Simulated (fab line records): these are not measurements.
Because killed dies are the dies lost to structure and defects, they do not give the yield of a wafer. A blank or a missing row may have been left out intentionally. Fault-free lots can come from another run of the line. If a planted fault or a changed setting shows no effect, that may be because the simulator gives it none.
The same fault as seen by 2 desks | flow n5-finfet | each desk holds nothing but its own numbers, with what lay behind them at the end

## FOR THE TOOL OWNER'S DESK: pvd-sputter-02
The tool's own readings at N5_BEOL_M6_SPUTTER_48 (material Cu, target thk 10 nm, time 1.667 s): means of the sampled wafers that have a number, for each lot that ran on this tool. A lot is out of limits, marked OUT, if its mean lies more than 4 standard deviations from the usual mean; the brackets give that distance.
Columns: A = bias-v at N5_BEOL_M6_SPUTTER_48, usual 60.0 V; B = cathode-dc-power-W at N5_BEOL_M6_SPUTTER_48, usual 26000 W; C = chuck-gas-flow-sccm at N5_BEOL_M6_SPUTTER_48, usual 1.26 sccm; D = throttle-valve-pct at N5_BEOL_M6_SPUTTER_48, usual 29.7 %
lot  | first seen here | A    | B     | C    | D
L511 | day 9 11:33     | 60.2 | 25999 | 1.27 | 29.4
L523 | day 12 23:33    | 60.3 | 25998 | 1.25 | 30.1
L524 | day 13 04:14    | 60.3 | 26002 | 1.30 | 29.8
L528 | day 14 01:07    | 60.1 | 26002 | 1.27 | 29.5
This desk found nothing out of limits on any of the 4 lots.

## AT THE METROLOGY DESK
Means of the sampled wafers that have a number, per lot and without regard to the tool the lot ran on: this is what the gauges read. A lot is out of limits, marked OUT, if its mean lies more than 4 standard deviations from the usual mean; the brackets give that distance. Of its 10 readings 7 are shown: those that lie furthest out on some lot.
Columns: A = DIBL_N at N5_BEOL_M4_RC_MEAS_101, usual 35.9 mV/V; B = IOFF_N at N5_BEOL_M4_RC_MEAS_101, usual 0.16 nA/um; C = ION_N at N5_BEOL_M4_RC_MEAS_101, usual 671 uA/um; D = ION_P at N5_BEOL_M4_RC_MEAS_101, usual 460 uA/um; E = SS_N at N5_BEOL_M4_RC_MEAS_101, usual 71.5 mV/dec; F = SS_P at N5_BEOL_M4_RC_MEAS_101, usual 73.2 mV/dec; G = VT_N at N5_BEOL_M4_RC_MEAS_101, usual 250 mV
lot  | first seen here | A    | B    | C   | D   | E    | F    | G
L511 | day 8 17:10     | 35.5 | 0.14 | 671 | 459 | 72.0 | 72.9 | 252
L520 | day 11 07:16    | 35.7 | 0.17 | 665 | 456 | 70.7 | 73.6 | 248
L522 | day 11 18:04    | 34.7 | 0.12 | 662 | 463 | 71.4 | 72.6 | 252
L523 | day 12 02:52    | 37.8 | 0.18 | 686 | 468 | 71.8 | 73.2 | 246
L524 | day 12 05:04    | 37.6 | 0.18 | 690 | 471 | 71.2 | 73.9 | 246
L527 | day 12 19:54    | 35.8 | 0.16 | 671 | 463 | 72.0 | 73.7 | 249
L528 | day 13 03:22    | 36.4 | 0.17 | 672 | 465 | 71.5 | 73.3 | 250
L529 | day 13 12:14    | 34.2 | 0.13 | 664 | 458 | 71.1 | 72.8 | 255
L530 | day 13 12:32    | 36.2 | 0.14 | 668 | 459 | 71.6 | 73.2 | 252
This desk found nothing out of limits on any of the 9 lots.

## ALL TOGETHER
The tool owner's desk saw nothing out of limits.
From the metrology desk's view, nothing was out of limits.

## WHAT THE SIMULATOR PUT IN
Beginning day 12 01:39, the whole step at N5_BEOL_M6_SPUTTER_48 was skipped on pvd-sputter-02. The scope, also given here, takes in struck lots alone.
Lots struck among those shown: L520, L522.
